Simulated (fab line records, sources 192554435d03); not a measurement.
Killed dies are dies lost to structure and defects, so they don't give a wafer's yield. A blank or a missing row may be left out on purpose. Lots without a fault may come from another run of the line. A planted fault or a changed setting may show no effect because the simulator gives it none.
Split-lot experiment | flow n5_finfet | 7 lots, 21 wafers read, on a route of 1938 steps

THE SPLIT
At N5_SD_EPI_P_EPI_21 (deposits SiGe:B, time 355 s), the setting temp_c was moved away from the recipe's 550 C on 4 of the 21 wafers read, by -0.5% to +0.5%. The other wafers ran this setting at the recipe's value.

FROM THE SPLIT TO THE READING: what the file shows between them, 4 steps
- N5_SD_EPI_P_HM_STRIP_48: strips SiNx in H3PO4, material SiNx, target depth 3 nm
- N5_SD_EPI_P_SRD_49: time 30 s
- N5_SD_EPI_P_PRECLEAN_24: cleans in O3/DIW, time 45 s
- N5_SD_ACTIVATION_LSA_01: time 0.0008 s (also split here: temp_c)

THE READING
RS_SD_P, in ohm/sq, at N5_SD_ACTIVATION_RS_MEAS_03 (measures by four-point-probe). Fault-free wafers of this fab line usually give 55.8 ohm/sq, standard deviation 0.84 ohm/sq.

wafer  | tool, chamber at the split | temp_c as run, C | against the recipe | RS_SD_P, ohm/sq | against lot-mates on the recipe
L075.1 | epi_rpcvd-03, 0            | 550              | recipe             | 56.9            | -
L075.2 | epi_rpcvd-03, 0            | 550              | recipe             | 56.2            | -
L075.6 | epi_rpcvd-03, 0            | 550              | recipe             | 56.8            | -
L081.1 | epi_rpcvd-02, 0            | 550              | recipe             | 55.0            | -
L081.3 | epi_rpcvd-02, 0            | 550              | recipe             | 55.1            | -
L081.6 | epi_rpcvd-02, 0            | 550              | recipe             | 54.6            | -
L082.1 | epi_rpcvd-02, 0            | 552.9            | +0.5%              | 52.4            | -4.6
L082.3 | epi_rpcvd-02, 0            | 550              | recipe             | 56.7            | -
L082.5 | epi_rpcvd-02, 0            | 550              | recipe             | 57.2            | -
L083.2 | epi_rpcvd-02, 0            | 550              | recipe             | 55.7            | -
L083.4 | epi_rpcvd-02, 0            | 547.3            | -0.5%              | 59.3            | +3.6
L083.6 | epi_rpcvd-02, 0            | 547.3            | -0.5%              | 59.0            | +3.3
L084.2 | epi_rpcvd-02, 0            | 550              | recipe             | 56.3            | -
L084.5 | epi_rpcvd-02, 0            | 550              | recipe             | 56.8            | -
L084.6 | epi_rpcvd-02, 0            | 550              | recipe             | 56.7            | -
L087.3 | epi_rpcvd-02, 0            | 550              | recipe             | 56.0            | -
L087.4 | epi_rpcvd-02, 0            | 550              | recipe             | 55.1            | -
L087.5 | epi_rpcvd-02, 0            | 550              | recipe             | 55.3            | -
L089.1 | epi_rpcvd-02, 0            | 550              | recipe             | 53.9            | -
L089.5 | epi_rpcvd-02, 0            | 548.4            | -0.3%              | 56.5            | +2.5
L089.6 | epi_rpcvd-02, 0            | 550              | recipe             | 54.2            | -

THE FIT
A straight line over all 21 wafers: RS_SD_P changes by -6.29 ohm/sq for each +1% of temp_c; r = -0.80; the points scatter about the line by 0.98 ohm/sq.
The same after taking each lot's own level away (the mean of its wafers on the recipe; 21 wafers): -7.74 ohm/sq for each +1%; r = -0.98; scatter 0.3 ohm/sq.
On that fit, the largest move of temp_c shifts the reading by 4.1 ohm/sq.
The lots' own levels span 54.05 to 56.95 ohm/sq, that is 3.5 times the standard deviation above.
So the lot-to-lot level changes the slope: the two fits differ.
Check: with one of the wafers moved furthest among these (+0.5%) left out of the fit, the line predicts -3.8 ohm/sq for it against its lot-mates. It came out at -4.55 ohm/sq against them.

OTHER SPLITS ON THESE WAFERS
These wafers also went through other splits before the reading. Each is held against what the fit with the lots' levels taken away leaves over:
other split on the same wafers | wafers away from the commonest value | r with RS_SD_P (lot level and that fit taken away)
N5_SD_ACTIVATION_LSA_01 temp_c | 5                                    | -0.06

THE WHOLE CHAIN: every reading that the file lists as answering this split, in the file's order
step                        | what it does                                           | reading                                                                           | change (the file's fit)              | r (the file's)
N5_SD_EPI_P_EPI_21          | deposits SiGe:B, time 355 s                            | SiGe-B_of_SD_EPI_P_EPI_21.thk_nm (the simulator's own value, which no gauge read) | +7.89 nm for each +1% of the setting | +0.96
N5_SD_EPI_P_HM_STRIP_48     | strips SiNx in H3PO4, material SiNx, target depth 3 nm | SiGe-B_of_SD_EPI_P_EPI_21.thk_nm (the simulator's own value, which no gauge read) | +7.68 nm for each +1% of the setting | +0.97
N5_SD_EPI_P_PRECLEAN_24     | cleans in O3/DIW, time 45 s                            | SiGe-B_of_SD_EPI_P_EPI_21.thk_nm (the simulator's own value, which no gauge read) | +7.6 nm for each +1% of the setting  | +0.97
N5_SD_ACTIVATION_RS_MEAS_03 | measures by four-point-probe                           | RS_SD_P                                                                           | -7.91 for each +1% of the setting    | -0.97

THE FILE'S OWN FIT
RS_SD_P changes by -7.91 ohm/sq for each +1% of temp_c, r = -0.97.
